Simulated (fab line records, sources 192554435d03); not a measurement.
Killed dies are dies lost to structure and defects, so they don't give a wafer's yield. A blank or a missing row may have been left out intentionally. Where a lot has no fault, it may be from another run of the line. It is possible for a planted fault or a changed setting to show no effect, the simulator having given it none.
What tool caused it? :: flow n5 finfet :: 12 lots, 33 wafers sampled, at 4 steps of a route of 1938

## WHAT THE GAUGES SHOWED, per wafer
N5_MOL_CONTACT_COAG_THK_MEAS_53. Usual: for VIA_MOL_THK the level is 43.7 nm and the standard deviation is 0.74.
lot: L439
measured: day 5 15:14
on: film metro-01
VIA_MOL_THK (nm): 43.8 44.0
flag: 

lot: L440
measured: day 5 17:32
on: film metro-01
VIA_MOL_THK (nm): 44.3 44.2 44.1
flag: 

lot: L442
measured: day 5 23:13
on: film metro-01
VIA_MOL_THK (nm): 43.3 41.9 42.5
flag: 

lot: L445
measured: day 6 18:42
on: film metro-02
VIA_MOL_THK (nm): 42.6 45.5 43.3
flag: 

lot: L446
measured: day 7 00:16
on: film metro-01
VIA_MOL_THK (nm): 42.3 42.9 44.0
flag: 

lot: L447
measured: day 7 03:54
on: film metro-02
VIA_MOL_THK (nm): 43.3 44.0 44.5
flag: 

lot: L448
measured: day 7 13:36
on: film metro-01
VIA_MOL_THK (nm): 42.4 42.9 43.0
flag: 

lot: L449
measured: day 7 18:38
on: film metro-01
VIA_MOL_THK (nm): 43.9 43.1 44.6
flag: 

lot: L450
measured: day 8 02:25
on: film metro-02
VIA_MOL_THK (nm): 42.5 44.0 43.7
flag: 

lot: L453
measured: day 8 19:30
on: film metro-02
VIA_MOL_THK (nm): 43.2 44.7 45.3
flag: 

lot: L454
measured: day 9 05:23
on: film metro-02
VIA_MOL_THK (nm): 44.0 44.9
flag: 

lot: L456
measured: day 9 11:41
on: film metro-02
VIA_MOL_THK (nm): 43.5 43.5
flag: 

## WHICH TOOL RAN EACH LOT (tool, then ch and the chambers of the sampled wafers, then the start)
lot: L439
N5_MOL_CONTACT_COAG_ETCH_65: rie diel-06 ch 1,3, day 5 13:41
N5_MOL_CONTACT_COAG_ETCH_48: rie diel-06 ch 0,3, day 5 14:11
N5_MOL_CONTACT_COAG_CVD_140: cvd w-01 ch 0,1, day 5 14:37

lot: L440
N5_MOL_CONTACT_COAG_ETCH_65: rie diel-05 ch 0,1, day 5 15:58
N5_MOL_CONTACT_COAG_ETCH_48: rie diel-05 ch 0,2,3, day 5 16:31
N5_MOL_CONTACT_COAG_CVD_140: cvd w-01 ch 0,1, day 5 17:00

lot: L442
N5_MOL_CONTACT_COAG_ETCH_65: rie diel-02 ch 0,2,3, day 5 21:41
N5_MOL_CONTACT_COAG_ETCH_48: rie diel-05 ch 1,2,3, day 5 22:11
N5_MOL_CONTACT_COAG_CVD_140: cvd w-02 ch 0,1, day 5 22:37

lot: L445
N5_MOL_CONTACT_COAG_ETCH_65: rie diel-06 ch 0,1,3, day 6 16:41
N5_MOL_CONTACT_COAG_ETCH_48: rie diel-06 ch 1,2, day 6 17:28
N5_MOL_CONTACT_COAG_CVD_140: cvd w-01 ch 0,1, day 6 17:58

lot: L446
N5_MOL_CONTACT_COAG_ETCH_65: rie diel-05 ch 0,2, day 6 21:52
N5_MOL_CONTACT_COAG_ETCH_48: rie diel-06 ch 0,1,2, day 6 23:14
N5_MOL_CONTACT_COAG_CVD_140: cvd w-02 ch 0,1, day 6 23:38

lot: L447
N5_MOL_CONTACT_COAG_ETCH_65: rie diel-06 ch 0,1,2, day 7 02:22
N5_MOL_CONTACT_COAG_ETCH_48: rie diel-02 ch 0,1, day 7 02:52
N5_MOL_CONTACT_COAG_CVD_140: cvd w-02 ch 0,1, day 7 03:22

lot: L448
N5_MOL_CONTACT_COAG_ETCH_65: rie diel-06 ch 0,2, day 7 12:04
N5_MOL_CONTACT_COAG_ETCH_48: rie diel-05 ch 0,1, day 7 12:34
N5_MOL_CONTACT_COAG_CVD_140: cvd w-02 ch 0,1, day 7 12:59

lot: L449
N5_MOL_CONTACT_COAG_ETCH_65: rie diel-02 ch 1,3, day 7 16:43
N5_MOL_CONTACT_COAG_ETCH_48: rie diel-02 ch 0,3, day 7 17:36
N5_MOL_CONTACT_COAG_CVD_140: cvd w-02 ch 1, day 7 18:01

lot: L450
N5_MOL_CONTACT_COAG_ETCH_65: rie diel-05 ch 0,2,3, day 8 00:50
N5_MOL_CONTACT_COAG_ETCH_48: rie diel-02 ch 0,1,3, day 8 01:20
N5_MOL_CONTACT_COAG_CVD_140: cvd w-02 ch 0,1, day 8 01:46

lot: L453
N5_MOL_CONTACT_COAG_ETCH_65: rie diel-02 ch 0,1,2, day 8 17:19
N5_MOL_CONTACT_COAG_ETCH_48: rie diel-05 ch 0,2,3, day 8 18:28
N5_MOL_CONTACT_COAG_CVD_140: cvd w-02 ch 0,1, day 8 18:53

lot: L454
N5_MOL_CONTACT_COAG_ETCH_65: rie diel-05 ch 0,2, day 9 03:39
N5_MOL_CONTACT_COAG_ETCH_48: rie diel-06 ch 1,2, day 9 04:22
N5_MOL_CONTACT_COAG_CVD_140: cvd w-02 ch 0, day 9 04:46

lot: L456
N5_MOL_CONTACT_COAG_ETCH_65: rie diel-02 ch 0,2, day 9 10:09
N5_MOL_CONTACT_COAG_ETCH_48: rie diel-06 ch 1,2, day 9 10:40
N5_MOL_CONTACT_COAG_CVD_140: cvd w-02 ch 0,1, day 9 11:09
- N5_MOL_CONTACT_COAG_ETCH_65: etches underlayer in N2/H2, target depth 13 nm, time 10.4 s.
- N5_MOL_CONTACT_COAG_ETCH_48: etches SiOC in C4F6/O2, target depth 15 nm, overetch 4.5 nm, time 17 s.
- N5_MOL_CONTACT_COAG_CVD_140: deposits W, target thk 66.5 nm, time 215 s.

## AS READ BY THE TOOLS THEMSELVES (means over the sampled wafers that have a number; for cases with no such wafer, the mark the record gives instead)
N5_MOL_CONTACT_COAG_ETCH_65. Usual: drypump motor current A 5.8 A, standard deviation 0.59; etch rf on time s 10.40 s, standard deviation 0.29; oes product au 0.68 a.u., standard deviation 0.068; rf vpp V 522.4 V, standard deviation 1.9; showerhead plenum p Torr 2.50 Torr, standard deviation 0.06; throttle valve pct 17.8 %, standard deviation 0.35.
lot: L439
tool: rie diel-06
drypump motor current A (A): 6.2
etch rf on time s (s): 10.64
oes product au (a.u.): 0.61
rf vpp V (V): 524.9
showerhead plenum p Torr (Torr): 2.53
throttle valve pct (%): 17.9
flag: 

lot: L440
tool: rie diel-05
drypump motor current A (A): 6.1
etch rf on time s (s): 10.34
oes product au (a.u.): 0.72
rf vpp V (V): 521.7
showerhead plenum p Torr (Torr): 2.47
throttle valve pct (%): 17.6
flag: 

lot: L442
tool: rie diel-02
drypump motor current A (A): 5.8
etch rf on time s (s): 10.12
oes product au (a.u.): 0.70
rf vpp V (V): 522.1
showerhead plenum p Torr (Torr): 2.51
throttle valve pct (%): 17.9
flag: 

lot: L445
tool: rie diel-06
drypump motor current A (A): 5.7
etch rf on time s (s): 10.54
oes product au (a.u.): 0.61
rf vpp V (V): 521.7
showerhead plenum p Torr (Torr): 2.49
throttle valve pct (%): 18.0
flag: 

lot: L446
tool: rie diel-05
drypump motor current A (A): 6.2
etch rf on time s (s): 10.44
oes product au (a.u.): 0.65
rf vpp V (V): 521.7
showerhead plenum p Torr (Torr): 2.49
throttle valve pct (%): 17.8
flag: 

lot: L447
tool: rie diel-06
drypump motor current A (A): 5.7
etch rf on time s (s): 10.30
oes product au (a.u.): 0.68
rf vpp V (V): 520.9
showerhead plenum p Torr (Torr): 2.43
throttle valve pct (%): 17.9
flag: 

lot: L448
tool: rie diel-06
drypump motor current A (A): 5.8
etch rf on time s (s): 10.08
oes product au (a.u.): 0.74
rf vpp V (V): 521.1
showerhead plenum p Torr (Torr): 2.47
throttle valve pct (%): 17.9
flag: 

lot: L449
tool: rie diel-02
drypump motor current A (A): 5.7
etch rf on time s (s): 10.32
oes product au (a.u.): 0.71
rf vpp V (V): 522.7
showerhead plenum p Torr (Torr): 2.49
throttle valve pct (%): 17.5
flag: 

lot: L450
tool: rie diel-05
drypump motor current A (A): 5.8
etch rf on time s (s): 10.64
oes product au (a.u.): 0.66
rf vpp V (V): 523.0
showerhead plenum p Torr (Torr): 2.49
throttle valve pct (%): 17.7
flag: 

lot: L453
tool: rie diel-02
drypump motor current A (A): 5.6
etch rf on time s (s): 10.17
oes product au (a.u.): 0.72
rf vpp V (V): 522.1
showerhead plenum p Torr (Torr): 2.48
throttle valve pct (%): 17.7
flag: 

lot: L454
tool: rie diel-05
drypump motor current A (A): 6.3
etch rf on time s (s): 10.48
oes product au (a.u.): 0.62
rf vpp V (V): 521.7
showerhead plenum p Torr (Torr): 2.49
throttle valve pct (%): 18.0
flag: 

lot: L456
tool: rie diel-02
drypump motor current A (A): 5.7
etch rf on time s (s): 10.03
oes product au (a.u.): 0.71
rf vpp V (V): 520.5
showerhead plenum p Torr (Torr): 2.49
throttle valve pct (%): 17.9
flag: 

N5_MOL_CONTACT_COAG_ETCH_48. Usual: drypump motor current A 5.8 A, standard deviation 0.56; mfc ar sccm 300.3 sccm, standard deviation 0.89; oes product au 0.66 a.u., standard deviation 0.076; rf vpp V 1574 V, standard deviation 23; showerhead plenum p Torr 2.80 Torr, standard deviation 0.085; throttle valve pct 40.6 %, standard deviation 0.41.
lot: L439
tool: rie diel-06
drypump motor current A (A): 5.7
mfc ar sccm (sccm): 299.8
oes product au (a.u.): 0.60
rf vpp V (V): 1562
showerhead plenum p Torr (Torr): 2.83
throttle valve pct (%): 41.2
flag: 

lot: L440
tool: rie diel-05
drypump motor current A (A): 5.8
mfc ar sccm (sccm): 300.0
oes product au (a.u.): 0.67
rf vpp V (V): 1585
showerhead plenum p Torr (Torr): 2.79
throttle valve pct (%): 40.3
flag: 

lot: L442
tool: rie diel-05
drypump motor current A (A): 5.9
mfc ar sccm (sccm): 299.4
oes product au (a.u.): 0.71
rf vpp V (V): 1601
showerhead plenum p Torr (Torr): 2.80
throttle valve pct (%): 40.4
flag: 

lot: L445
tool: rie diel-06
drypump motor current A (A): 6.1
mfc ar sccm (sccm): 300.4
oes product au (a.u.): 0.71
rf vpp V (V): 1551
showerhead plenum p Torr (Torr): 2.76
throttle valve pct (%): 40.7
flag: 

lot: L446
tool: rie diel-06
drypump motor current A (A): 5.7
mfc ar sccm (sccm): 299.5
oes product au (a.u.): 0.65
rf vpp V (V): 1553
showerhead plenum p Torr (Torr): 2.73
throttle valve pct (%): 40.8
flag: 

lot: L447
tool: rie diel-02
drypump motor current A (A): 5.2
mfc ar sccm (sccm): 300.5
oes product au (a.u.): 0.73
rf vpp V (V): 1582
showerhead plenum p Torr (Torr): 2.78
throttle valve pct (%): 40.6
flag: 

lot: L448
tool: rie diel-05
drypump motor current A (A): 6.1
mfc ar sccm (sccm): 299.9
oes product au (a.u.): 0.67
rf vpp V (V): 1569
showerhead plenum p Torr (Torr): 2.75
throttle valve pct (%): 40.2
flag: 

lot: L449
tool: rie diel-02
drypump motor current A (A): 5.4
mfc ar sccm (sccm): 301.6
oes product au (a.u.): 0.70
rf vpp V (V): 1594
showerhead plenum p Torr (Torr): 2.79
throttle valve pct (%): 40.9
flag: 

lot: L450
tool: rie diel-02
drypump motor current A (A): 5.5
mfc ar sccm (sccm): 300.3
oes product au (a.u.): 0.68
rf vpp V (V): 1588
showerhead plenum p Torr (Torr): 2.79
throttle valve pct (%): 40.6
flag: 

lot: L453
tool: rie diel-05
drypump motor current A (A): 5.8
mfc ar sccm (sccm): 300.1
oes product au (a.u.): 0.66
rf vpp V (V): 1585
showerhead plenum p Torr (Torr): 2.78
throttle valve pct (%): 40.3
flag: 

lot: L454
tool: rie diel-06
drypump motor current A (A): 6.1
mfc ar sccm (sccm): 300.8
oes product au (a.u.): 0.70
rf vpp V (V): 1565
showerhead plenum p Torr (Torr): 2.91
throttle valve pct (%): 40.6
flag: 

lot: L456
tool: rie diel-06
drypump motor current A (A): 6.1
mfc ar sccm (sccm): 299.9
oes product au (a.u.): 0.77
rf vpp V (V): 1565
showerhead plenum p Torr (Torr): 2.91
throttle valve pct (%): 40.6
flag: 

N5_MOL_CONTACT_COAG_CVD_140. Usual: heater power w 445 W, standard deviation 42; run length s 285.4 s, standard deviation 0.47.
lot: L439
tool: cvd w-01
heater power w (W): 449
run length s (s): 284.9
flag: 

lot: L440
tool: cvd w-01
heater power w (W): 430
run length s (s): 285.0
flag: 

lot: L442
tool: cvd w-02
heater power w (W): 438
run length s (s): 285.5
flag: 

lot: L445
tool: cvd w-01
heater power w (W): 434
run length s (s): 284.9
flag: 

lot: L446
tool: cvd w-02
heater power w (W): 456
run length s (s): 285.6
flag: 

lot: L447
tool: cvd w-02
heater power w (W): 455
run length s (s): 285.6
flag: 

lot: L448
tool: cvd w-02
heater power w (W): 456
run length s (s): 285.5
flag: 

lot: L449
tool: cvd w-02
heater power w (W): 482
run length s (s): 285.1
flag: 

lot: L450
tool: cvd w-02
heater power w (W): 460
run length s (s): 285.5
flag: 

lot: L453
tool: cvd w-02
heater power w (W): 461
run length s (s): 351.6
flag: OFF

lot: L454
tool: cvd w-02
heater power w (W): 412
run length s (s): 385.1
flag: OFF

lot: L456
tool: cvd w-02
heater power w (W): 450
run length s (s): 335.3
flag: OFF

## THE ANSWER, worked out from the rows above alone
Rule: a lot is off if the mean of its wafers that have a number lies more than 3 standard deviations from the usual mean. A lot without any number at a reading at which 4 lots or more have one is off too. Any other lot the step has rows for is counted as sound. Order of review: gauges by route order, followed by the tools' own readings, for which a lot's mean as printed above is used. At the first step where some lot is off, the reading lying furthest off is the one used; lots without a number count as furthest.
Off, at N5_MOL_CONTACT_COAG_CVD_140 on run length s: L453, L454, L456.
A tool fits if, at that step or a process step before it, it ran every lot that is off, and no sound lot after the first of them. One candidate fits, namely cvd w-02 at N5_MOL_CONTACT_COAG_CVD_140. A fault onset in the window from L450 (day 8 01:46, its last sound lot) to L453 (day 8 18:53, its first lot off) fits.
The tool's own readings at N5_MOL_CONTACT_COAG_CVD_140 bear it out: on the lots that are off they differ by more than 5 times the standard deviation of the sound lots' means. run length s reads 357.3 s there against 285.3 s on the sound lots.

## WHAT THE SIMULATOR PUT IN
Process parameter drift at N5_MOL_CONTACT_COAG_CVD_140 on cvd w-02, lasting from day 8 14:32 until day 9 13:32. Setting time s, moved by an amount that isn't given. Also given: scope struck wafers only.
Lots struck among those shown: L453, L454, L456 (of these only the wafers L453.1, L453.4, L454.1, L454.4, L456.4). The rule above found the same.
